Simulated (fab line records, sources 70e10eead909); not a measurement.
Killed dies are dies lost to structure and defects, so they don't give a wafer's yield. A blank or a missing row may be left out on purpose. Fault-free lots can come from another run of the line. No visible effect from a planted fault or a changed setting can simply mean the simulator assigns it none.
fab line records	flow nandHarc
record lots=6	wafers=18	lastDay=33
route steps=1302 shown A_SLIT@928 A_SIN_REMOVE@947 A_WL_FILL@952 END@1302
lots with no fault: from the same line, run without faults
startH: hours from the record's first day to the start of the lot's first wafer shown	waitH: hours elapsed since this lot's preceding step	" identical to the entry in the row above	L1.1+2: one row covering several wafers at once	- no value present, or no start provided	* or withheld: withheld	< > ~ a bound
route shown NAME@n: names a module that has steps shown in the file, with the first one's number in the route	usual: mean and standard deviation over wafers with no fault	same: alike in all rows	chamber/n: place in a boat	sites: per-site readings	_std_site: the standard deviation of these	_edge_site: inner sites' mean taken away from outer sites' mean	radiusMm: how far each site lies from the wafer's centre	mask NAME#n: copy n	behind: the tool/chamber that last shaped the wafer	hold: why the lot was held/for how many hours/how that ended	device: which transistor (n, p or np) failed to switch	end of line: the route-end tests of the same wafers	where a step has no rows: the recipe by itself	killed: not the wafer's yield, but the dies lost to structure and defects at the first sort	map: dies across one wafer; x = killed, . = not, _ = none there
set.NAME: the run value of the setting; set.NAME@STEP: its run value at that earlier step	model.NAME: the simulator's own value behind a step, which no gauge read
lots at some steps of the route; a table a step, a row a wafer
services: from which hour (startH, from the record's first day; less than 0 if before it) a tool's chamber was out of use, for how many hours, and why
## steps
# step NHARC_A_SLIT_SOFTBAKE_04
# recipe tempC=105	timeS=55
# step NHARC_A_SLIT_EBR_05
# step NHARC_A_SLIT_EXPOSE_06
# recipe na=1.35	doseMj=60.82	maskId=SLIT
# step NHARC_A_SLIT_PEB_07
# recipe pebTempC=100	pebTimeS=65
# step NHARC_A_SLIT_DEVELOP_08
# recipe developTimeS=35	devTempC=23
# step NHARC_A_SLIT_CD_MEAS_09
# recipe targetCdNm=300	landingEnergyEv=500
# usual cdNm=299.5/0.57
lot.wafer	tool	chamber	startH	waitH	cdNm
L415.1	cdSem-03	0	462.84	-	299.4
L415.3	"	0	"	"	299.1
L415.4	"	0	"	"	300.0
L423.1	cdSem-02	0	542.64	-	299.5
L423.3	"	0	"	"	299.1
L423.4	"	0	"	"	298.8
L425.1	cdSem-01	0	550.14	-	299.6
L425.2	"	0	"	"	298.8
L425.3	"	0	"	"	299.8
L431.2	cdSem-02	0	601.01	-	300.0
L431.3	"	0	"	"	299.3
L431.4	"	0	"	"	300.1
L436.1	cdSem-03	0	650.39	-	299.5
L436.2	"	0	"	"	299.4
L436.6	"	0	"	"	299.4
L438.4	cdSem-02	0	680.45	-	299.7
L438.5	"	0	"	"	299.2
L438.6	"	0	"	"	299.4
# step NHARC_A_SLIT_OVL_MEAS_10
# usual overlayXNm=0.2/0.78	overlayYNm=0.1/0.89
lot.wafer	tool	chamber	startH	waitH	overlayXNm	overlayYNm
L415.1	overlay-02	-	462.93	-	0.2	-2.2
L415.3	"	-	"	"	0.1	-2.2
L415.4	"	-	"	"	0.3	-2.3
L423.1	overlay-02	-	542.73	-	0.3	0.7
L423.3	"	-	"	"	0.2	1.1
L423.4	"	-	"	"	0.0	0.5
L425.1	overlay-02	-	550.23	-	0.1	-0.6
L425.2	"	-	"	"	0.0	0.2
L425.3	"	-	"	"	-0.4	-0.1
L431.2	overlay-01	-	601.09	-	0.9	0.9
L431.3	"	-	"	"	0.5	1.0
L431.4	"	-	"	"	0.6	0.7
L436.1	overlay-01	-	650.48	-	1.2	0.5
L436.2	"	-	"	"	1.3	0.2
L436.6	"	-	"	"	0.8	0.4
L438.4	overlay-02	-	680.53	-	0.0	0.5
L438.5	"	-	"	"	-0.5	0.2
L438.6	"	-	"	"	0.0	0.4
# step NHARC_A_SLIT_INSPECT_11
# usual rawDefectCount=60/31
lot.wafer	tool	chamber	startH	waitH	rawDefectCount
L415.1	defectInspect-01	-	462.97	0.0	129
L415.3	"	-	"	"	124
L415.4	"	-	"	"	110
L423.1	defectInspect-01	-	542.77	0.0	25
L423.3	"	-	"	"	27
L423.4	"	-	"	"	27
L425.1	defectInspect-02	-	550.26	0.0	21
L425.2	"	-	"	"	11
L425.3	"	-	"	"	18
L431.2	defectInspect-01	-	601.13	0.0	47
L431.3	"	-	"	"	44
L431.4	"	-	"	"	43
L436.1	defectInspect-01	-	650.51	0.0	70
L436.2	"	-	"	"	74
L436.6	"	-	"	"	70
L438.4	defectInspect-02	-	680.57	0.0	25
L438.5	"	-	"	"	29
L438.6	"	-	"	"	33
# step NHARC_A_SLIT_DESCUM_14
# recipe timeS=3	o2FlowSccm=200	arFlowSccm=0	biasPowerW=0	chemistry=O2
# usual drypumpMotorCurrentA=5.7/0.48	oesProductAu=1.003/0.011	rfVppV=57.7/0.92	showerheadPlenumPTorr=1.91/0.081	throttleValvePct=11.311/0.0094
lot.wafer	tool	chamber	startH	waitH	drypumpMotorCurrentA	oesProductAu	rfHoursCounterH	rfVppV	showerheadPlenumPTorr	throttleValvePct
L415.3	rieDiel-10	0	463.03	0.1	6.3	0.986	1	57.9	1.99	11.305
L415.1	"	3	"	"	5.5	0.994	1	58.9	2.03	11.309
L415.4	"	2	"	"	5.8	1.001	-	57.0	1.95	11.312
L423.1	rieDiel-06	1	542.83	0.1	6.2	1.018	2	56.7	1.97	11.310
L423.3	"	0	"	"	5.3	0.999	2	59.1	1.87	11.314
L423.4	"	3	"	"	5.9	1.027	-	58.7	1.84	11.307
L425.3	rieDiel-06	3	550.32	0.1	5.9	1.028	5	57.2	1.84	11.300
L425.2	"	1	"	"	6.3	1.012	5	58.0	1.97	11.295
L425.1	"	2	"	"	6.1	1.012	2	56.5	1.80	11.298
L431.3	rieDiel-06	2	601.74	0.6	6.1	0.996	6	56.2	1.80	11.307
L431.2	"	3	"	"	5.9	1.023	9	56.9	1.84	11.316
L431.4	"	0	"	"	5.3	0.986	10	56.8	1.87	11.313
L436.2	rieDiel-03	2	650.57	0.1	4.8	0.989	0	58.5	2.02	11.304
L436.1	"	0	"	"	5.0	0.997	0	57.5	2.04	11.304
L436.6	"	3	"	"	4.8	1.008	-	57.9	2.01	11.319
L438.4	rieDiel-06	2	680.63	0.1	6.1	1.001	0	58.1	1.80	11.307
L438.5	"	1	"	"	6.2	1.008	-	57.9	1.96	11.329
L438.6	"	2	"	"	6.1	1.013	-	56.2	1.80	11.316
# step NHARC_A_SLIT_ETCH_24
# recipe targetDepthA=1210	timeS=60.5	cf4FlowSccm=100	chf3FlowSccm=30	arFlowSccm=0	rfW=500	biasW=200	chemistry=CF4/CHF3
# usual biasW=199.9/0.54	drypumpMotorCurrentA=5.8/0.47	oesProductAu=0.957/0.025	rfVppV=370.5/2.3	showerheadPlenumPTorr=1.57/0.063	throttleValvePct=16.803/0.0082
lot.wafer	tool	chamber	startH	waitH	biasW	drypumpMotorCurrentA	oesProductAu	rfHoursCounterH	rfVppV	showerheadPlenumPTorr	throttleValvePct
L415.1	rieDiel-10	0	463.13	0.1	200.4	6.3	0.964	1	372.6	1.63	16.795
L415.3	"	3	"	"	199.2	5.5	0.956	1	374.6	1.66	16.784
L415.4	"	0	"	"	199.0	6.3	0.959	-	372.8	1.63	16.803
L423.3	rieDiel-06	1	542.93	0.1	199.9	6.3	0.930	2	372.8	1.62	16.804
L423.1	"	0	"	"	199.3	5.3	0.924	2	369.7	1.54	16.809
L423.4	"	0	"	"	199.7	5.3	0.926	-	370.1	1.54	16.806
L425.1	rieDiel-06	3	550.41	0.1	199.7	5.9	0.970	5	367.6	1.52	16.793
L425.3	"	0	"	"	199.4	5.3	0.955	5	369.6	1.54	16.801
L425.2	"	1	"	"	199.5	6.3	0.978	5	369.9	1.61	16.787
L431.3	rieDiel-06	2	601.85	0.1	199.3	6.1	0.948	6	366.7	1.48	16.811
L431.2	"	3	"	"	199.6	5.9	0.961	9	369.0	1.52	16.800
L431.4	"	1	"	"	200.4	6.3	0.955	9	372.0	1.61	16.811
L436.2	rieDiel-03	1	650.67	0.1	200.9	6.3	0.971	0	369.9	1.57	16.800
L436.1	"	2	"	"	200.6	4.8	0.947	0	373.5	1.66	16.814
L436.6	"	1	"	"	200.7	6.3	0.988	-	370.3	1.57	16.812
L438.4	rieDiel-06	3	680.71	0.1	199.6	5.9	0.982	0	368.3	1.51	16.805
L438.5	"	3	"	"	200.2	5.9	0.983	-	370.0	1.51	16.816
L438.6	"	0	"	"	200.4	5.3	0.981	-	368.8	1.54	16.793
# step NHARC_A_SLIT_ETCH_15
# recipe targetDepthA=62000	overEtchFrac=0.3	timeS=1612	ionEnergyEv=150	o2FlowSccm=400	cosFlowSccm=20	arFlowSccm=0	rfW=500	biasW=300	chemistry=O2/COS
# usual biasW=300.1/0.92	drypumpMotorCurrentA=5.8/0.48	oesProductAu=1.002/0.01	rfVppV=314.2/1.8	showerheadPlenumPTorr=3.12/0.12	throttleValvePct=28.330/0.0091
lot.wafer	tool	chamber	startH	waitH	biasW	drypumpMotorCurrentA	oesProductAu	rfHoursCounterH	rfVppV	showerheadPlenumPTorr	throttleValvePct
L415.3	rieDiel-10	2	-	-	301.0	5.7	1.007	2	316.2	3.18	28.331
L415.1	"	3	"	"	299.6	5.5	0.991	2	316.1	3.30	28.326
L415.4	"	3	"	"	298.4	5.5	0.991	-	316.8	3.30	28.315
L423.1	rieDiel-06	1	-	-	300.6	6.3	1.004	3	314.8	3.20	28.341
L423.3	"	3	"	"	300.5	5.9	1.017	3	313.3	3.01	28.323
L423.4	"	1	"	"	301.1	6.3	1.009	-	315.5	3.20	28.330
L425.2	rieDiel-06	1	-	-	301.2	6.2	1.017	5	314.3	3.20	28.332
L425.3	"	2	"	"	298.8	6.1	1.010	2	312.2	2.94	28.334
L425.1	"	3	"	"	299.8	5.9	1.021	5	312.9	3.01	28.334
L431.3	rieDiel-06	3	-	-	298.7	5.9	1.016	10	313.8	3.01	28.328
L431.4	"	0	"	"	301.2	5.3	0.998	10	312.8	3.06	28.326
L431.2	"	1	"	"	299.6	6.3	1.004	9	314.9	3.20	28.336
L436.1	rieDiel-03	0	-	-	300.3	5.0	1.002	1	317.0	3.32	28.329
L436.2	"	1	"	"	298.8	6.3	0.992	0	313.2	3.11	28.310
L436.6	"	0	"	"	300.7	5.0	1.006	-	316.9	3.32	28.331
L438.4	rieDiel-06	0	-	-	299.7	5.3	0.999	0	314.1	3.05	28.336
L438.6	"	0	"	"	300.5	5.3	1.004	-	313.6	3.05	28.328
L438.5	"	1	"	"	298.3	6.3	1.000	-	315.6	3.20	28.338
# step NHARC_A_SLIT_ETCH_17
# recipe biasV=900	sourceW=withheld	pressureMtorr=20	arFlowSccm=375	c4f8FlowSccm=83.3	o2FlowSccm=41.7	timeS=4254.5	targetDepthA=2.03e+05	chemistry=C4F8/O2/Ar
# usual drypumpMotorCurrentA=5.8/0.66	showerheadPlenumPTorr=3.71/0.11	throttleValvePct=32.045/0.0087
lot.wafer	tool	chamber	startH	waitH	drypumpMotorCurrentA	rfHoursCounterH	showerheadPlenumPTorr	throttleValvePct
L415.1	harEtch-02	1	465.54	-	5.3	39	3.92	32.043
L415.3	"	0	"	"	6.7	-	3.69	32.048
L415.4	"	1	"	"	5.3	-	3.92	32.040
L423.1	harEtch-02	1	544.34	-	5.3	84	3.89	32.058
L423.4	"	1	545.55	-	5.4	-	3.89	32.042
L423.3	"	0	"	"	6.7	-	3.67	32.048
L425.2	harEtch-02	0	552.82	-	6.7	92	3.66	32.053
L425.1	"	1	"	"	5.3	92	3.89	32.041
L425.3	"	0	"	"	6.7	-	3.66	32.041
L431.2	harEtch-01	1	603.02	-	6.0	330	3.61	32.056
L431.3	"	1	604.24	-	6.0	-	3.61	32.042
L431.4	"	0	"	"	5.1	-	3.61	32.040
L436.2	harEtch-02	1	654.42	-	5.3	149	3.86	32.039
L436.1	"	0	"	"	6.7	149	3.63	32.047
L436.6	"	1	656.90	-	5.3	-	3.86	32.049
L438.4	harEtch-02	1	683.93	-	5.3	-	3.85	32.042
L438.5	"	1	685.14	-	5.3	-	3.84	32.035
L438.6	"	0	"	"	6.8	-	3.62	32.056
# step NHARC_A_SLIT_ETCH_26
# recipe biasV=400	sourceW=2000	pressureMtorr=25	timeS=90	arFlowSccm=375	c4f8FlowSccm=41.7	o2FlowSccm=83.3	targetDepthA=4000	chemistry=C4F8/O2/Ar
# usual drypumpMotorCurrentA=5.8/0.66	showerheadPlenumPTorr=3.75/0.12	throttleValvePct=27.619/0.0094
lot.wafer	tool	chamber	startH	waitH	drypumpMotorCurrentA	rfHoursCounterH	showerheadPlenumPTorr	throttleValvePct
L415.1	harEtch-02	1	468.64	2.5	5.3	42	3.96	27.609
L415.3	"	0	"	"	6.7	-	3.72	27.624
L415.4	"	1	"	"	5.3	-	3.96	27.621
L423.1	harEtch-02	1	547.96	3.0	5.3	87	3.93	27.617
L423.4	"	1	"	"	5.3	-	3.93	27.625
L423.3	"	0	"	"	6.7	-	3.70	27.610
L425.2	harEtch-02	0	556.43	3.0	6.7	95	3.69	27.600
L425.1	"	1	"	"	5.3	95	3.93	27.619
L425.3	"	0	"	"	6.7	-	3.69	27.621
L431.2	harEtch-01	1	606.67	3.0	5.9	333	3.64	27.623
L431.3	"	1	"	"	5.9	-	3.64	27.620
L431.4	"	0	"	"	5.1	-	3.64	27.636
L436.2	harEtch-02	1	658.14	3.1	5.3	152	3.89	27.605
L436.1	"	0	"	"	6.7	152	3.66	27.610
L436.6	"	1	"	"	5.3	-	3.89	27.629
L438.4	harEtch-02	1	686.41	1.9	5.3	-	3.88	27.611
L438.5	"	1	"	"	5.3	-	3.88	27.629
L438.6	"	0	"	"	6.7	-	3.65	27.636
# step NHARC_A_SLIT_STRIP_28
# recipe o2FlowSccm=400	cosFlowSccm=20	arFlowSccm=0	biasW=0	chemistry=O2/COS
# step NHARC_A_SLIT_ETCH_29
# recipe targetDepthA=1000	overetchA=100	timeS=55	ionEnergyEv=100	cf4FlowSccm=80	o2FlowSccm=20	arFlowSccm=0	rfW=300	biasW=100	chemistry=CF4/O2
# step NHARC_A_SLIT_STRIP_18
# recipe o2FlowSccm=500	arFlowSccm=0	biasW=0	chemistry=O2
# usual drypumpMotorCurrentA=5.8/0.43	oesProductAu=1.003/0.01	rfVppV=57.8/0.83	showerheadPlenumPTorr=3.52/0.14	throttleValvePct=17.037/0.0087
# same biasW=0
lot.wafer	tool	chamber	startH	waitH	drypumpMotorCurrentA	oesProductAu	rfHoursCounterH	rfVppV	showerheadPlenumPTorr	throttleValvePct
L415.3	rieDiel-06	2	-	-	6.1	0.993	10	57.6	3.33	17.024
L415.4	"	3	"	"	5.9	0.999	11	57.3	3.41	17.029
L415.1	"	0	"	"	5.3	1.017	11	58.6	3.46	17.030
L423.1	rieDiel-10	3	-	-	5.5	1.015	7	57.6	3.72	17.056
L423.4	"	0	"	"	6.4	1.001	7	58.0	3.66	17.014
L423.3	"	2	"	"	5.7	1.006	8	59.2	3.59	17.028
L425.1	rieDiel-06	0	-	-	5.3	0.999	7	57.2	3.46	17.026
L425.3	"	1	"	"	6.3	1.005	6	59.0	3.62	17.032
L425.2	"	2	"	"	6.1	1.007	3	55.9	3.33	17.036
L431.4	rieDiel-03	0	-	-	5.0	1.010	6	57.4	3.75	17.045
L431.3	"	1	"	"	6.3	0.997	6	58.0	3.52	17.028
L431.2	"	2	"	"	4.9	0.998	5	59.7	3.71	17.038
L436.1	rieDiel-06	2	-	-	6.1	1.005	10	57.2	3.33	17.036
L436.2	"	3	"	"	5.9	1.022	14	58.7	3.40	17.043
L436.6	"	2	"	"	6.1	0.996	-	58.2	3.33	17.046
L438.4	rieDiel-06	3	-	-	5.9	1.006	1	57.5	3.40	17.049
L438.5	"	0	"	"	5.3	1.003	-	57.2	3.45	17.041
L438.6	"	1	"	"	6.3	0.992	-	56.6	3.61	17.045
# step NHARC_A_SLIT_PRECLEAN_19
# recipe timeS=*	tempC=50	bathAgeMin=0	chemistry=SC1
# step NHARC_A_SLIT_SRD_20
# step NHARC_A_SLIT_CD_MEAS_21
# usual cdNm=289.6/0.9
lot.wafer	tool	chamber	startH	waitH	cdNm
L415.1	cdSem-03	-	470.03	-	289.6
L415.3	"	-	"	"	289.8
L415.4	"	-	"	"	288.6
L423.1	cdSem-03	-	549.39	-	288.3
L423.3	"	-	"	"	289.1
L423.4	"	-	"	"	289.0
L425.1	cdSem-02	-	557.86	-	290.3
L425.2	"	-	"	"	289.1
L425.3	"	-	"	"	290.0
L431.2	cdSem-03	-	608.10	-	290.2
L431.3	"	-	"	"	289.6
L431.4	"	-	"	"	289.8
L436.1	cdSem-02	-	659.56	-	290.5
L436.2	"	-	"	"	289.6
L436.6	"	-	"	"	289.3
L438.4	cdSem-01	-	687.77	-	292.0
L438.5	"	-	"	"	291.6
L438.6	"	-	"	"	291.9
# step NHARC_A_SIN_REMOVE_WET_00
# recipe tempC=160	timeS=15300	chemistry=H3PO4
# step NHARC_A_SIN_REMOVE_PRECLEAN_01
# recipe timeS=*	tempC=50	bathAgeMin=0	chemistry=SC1
# step NHARC_A_SIN_REMOVE_SRD_02
# step NHARC_A_SIN_REMOVE_INSPECT_04
# usual rawDefectCount=339/63
lot.wafer	tool	chamber	startH	waitH	rawDefectCount
L415.1	defectInspect-02	-	476.64	0.0	492
L415.3	"	-	"	"	366
L415.4	"	-	"	"	347
L423.1	defectInspect-02	-	555.69	0.0	763
L423.3	"	-	"	"	614
L423.4	"	-	"	"	653
L425.1	defectInspect-01	-	564.52	0.0	640
L425.2	"	-	"	"	673
L425.3	"	-	"	"	634
L431.2	defectInspect-01	-	613.73	0.0	318
L431.3	"	-	"	"	335
L431.4	"	-	"	"	332
L436.1	defectInspect-01	-	666.15	0.0	299
L436.2	"	-	"	"	389
L436.6	"	-	"	"	314
L438.4	defectInspect-02	-	694.38	0.0	324
L438.5	"	-	"	"	373
L438.6	"	-	"	"	417
# step NHARC_A_WL_FILL_ALD_00
# recipe targetThkA=30	pulseTimeS=3	aldCycles=30	tempC=300	material=Al2O3
# step NHARC_END_SORT_01
# recipe tempC=25
# usual killedAtArray=57/18	killedAtOther=0.9/1.3	killedAtPeriphery=3.5/2.2	killedDies=62/18	killedOpen=3.0/1.7	killedShort=2.3/1.5
# same grossDies=677
lot.wafer	tool	chamber	startH	waitH	killedAtArray	killedAtOther	killedAtPeriphery	killedDies	killedOpen	killedShort
L423.1	prober-02	0	654.89	2.5	96	1	8	105	7	0
L423.3	prober-02	0	656.49	3.1	89	0	5	94	5	3
L423.4	prober-02	0	657.29	3.4	97	0	4	101	5	2
L425.1	prober-01	0	669.93	2.5	98	0	4	102	1	2
L425.2	prober-01	0	670.73	2.8	87	0	0	87	4	1
L425.3	prober-01	0	671.54	3.1	82	2	1	85	1	0
# killed by level:class
L423.1 A_SLIT:unspecified=68 A_CHANNEL_HOLE_D2:chamberFilmFlake=11 A_CHANNEL_HOLE_D1:chamberFilmFlake=8 P_CONTACT:chamberFilmFlake=3 P_CONTACT:geometricParticle:open=2 A_CHANNEL_FILL_D1:geometricParticle:open=2 P_GATE:chamberFilmFlake=2 A_STAIRCASE:chamberFilmFlake=2
L423.3 A_SLIT:unspecified=62 A_CHANNEL_HOLE_D2:chamberFilmFlake=13 A_BONDPAD:chamberFilmFlake=3 A_CHANNEL_HOLE_D1:chamberFilmFlake=2 A_STAIRCASE:chamberFilmFlake=2 P_STI:geometricParticle:short=1 P_M0:geometricParticle:open=1 A_CHANNEL_FILL_D1:geometricParticle:short=1
L423.4 A_SLIT:unspecified=70 A_CHANNEL_HOLE_D2:chamberFilmFlake=10 A_CHANNEL_HOLE_D1:chamberFilmFlake=5 A_SOURCE_PLATE:geometricParticle:short=2 P_STI:chamberFilmFlake=2 A_STAIRCASE:chamberFilmFlake=2 P_M0:geometricParticle:open=1 A_DECK1_JOINT:geometricParticle:open=1
L425.1 A_SLIT:unspecified=73 A_CONTACT:chamberFilmFlake=10 A_CHANNEL_HOLE_D1:chamberFilmFlake=9 P_ZERO_WELL:chamberFilmFlake=3 A_WL_FILL:chamberFilmFlake=2 A_CHANNEL_FILL_D1:geometricParticle:short=1 A_DECK1_JOINT:geometricParticle:open=1 A_SGD_CUT:geometricParticle:short=1
L425.2 A_SLIT:unspecified=69 A_CHANNEL_HOLE_D1:chamberFilmFlake=5 A_CONTACT:chamberFilmFlake=4 A_CHANNEL_FILL_D1:geometricParticle:open=2 A_CHANNEL_HOLE_D1:geometricParticle:open=1 A_DECK1_JOINT:geometricParticle:open=1 A_ONON_D2:geometricParticle:short=1 A_DECK1_JOINT:chamberFilmFlake=1
L425.3 A_SLIT:unspecified=66 A_CONTACT:chamberFilmFlake=8 A_CHANNEL_HOLE_D1:chamberFilmFlake=4 STARTING-WAFER:geometricParticle:open=1 P_ZERO_WELL:chamberFilmFlake=1 A_CHANNEL_FILL_D1:chamberFilmFlake=1 A_CHANNEL_FILL_D2:chamberFilmFlake=1 A_STAIRCASE:chamberFilmFlake=1
## services
tool	chamber	startH	hours	kind
rieDiel-10	1	454.11	22.9	repair
rieDiel-03	-	458.30	9.0	pm
rieDiel-06	0	463.32	-	clean
rieDiel-06	1	463.32	-	clean
rieDiel-06	-	484.30	9.0	pm
rieDiel-10	2	494.06	6.7	repair
rieDiel-06	2	500.82	45.8	repair
rieDiel-03	2	504.29	1.7	repair
rieDiel-03	-	512.06	1.2	repair
harEtch-01	-	514.86	11.4	repair
rieDiel-10	0	514.99	2.9	repair
rieDiel-06	-	524.58	0.4	repair
rieDiel-03	-	547.75	0.3	repair
rieDiel-03	0	552.53	12.4	repair
rieDiel-06	0	584.98	8.0	repair
rieDiel-10	-	596.59	9.0	pm
rieDiel-03	-	600.82	2.2	repair
rieDiel-10	0	626.01	6.2	repair
rieDiel-03	0	634.12	3.7	repair
rieDiel-03	-	635.30	9.0	pm
rieDiel-10	0	640.78	8.6	repair
rieDiel-06	-	661.30	9.0	pm
rieDiel-03	-	666.59	2.6	repair
rieDiel-10	1	682.60	15.9	repair
## key
firstSign step=NHARC_A_SIN_REMOVE_INSPECT_04	reading=rawDefectCount	direction=up	sigmas=5.1	usual=339	struck=663
effect step=NHARC_END_SORT_01	reading=killedAtArray	direction=up	sigmas=1.9	usual=57	struck=92
moreKillsBornAt NHARC_A_SLIT_ETCH_26@harEtch-02=392
metAt NHARC_A_SLIT_ETCH_26
struckWafers L423.1,L423.3,L423.4,L425.1,L425.2,L425.3
testerLeftOut L423,L425
onsetBetween 468.64 547.96
fault kind=chamberParticleSource	tool=harEtch-02	chamber=-	onsetH=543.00	steps=NHARC_A_SLIT_ETCH_26	ratePerVisitCm2=0.58285	endH=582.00
# testerLeftOut: of these lots the tester's yield and bins aren't shown, on N5 and GAA mostly nor the transistor test; their killed dies are dies lost to structure and defects alone, not to doping, threshold or leakage, so they don't give the yield
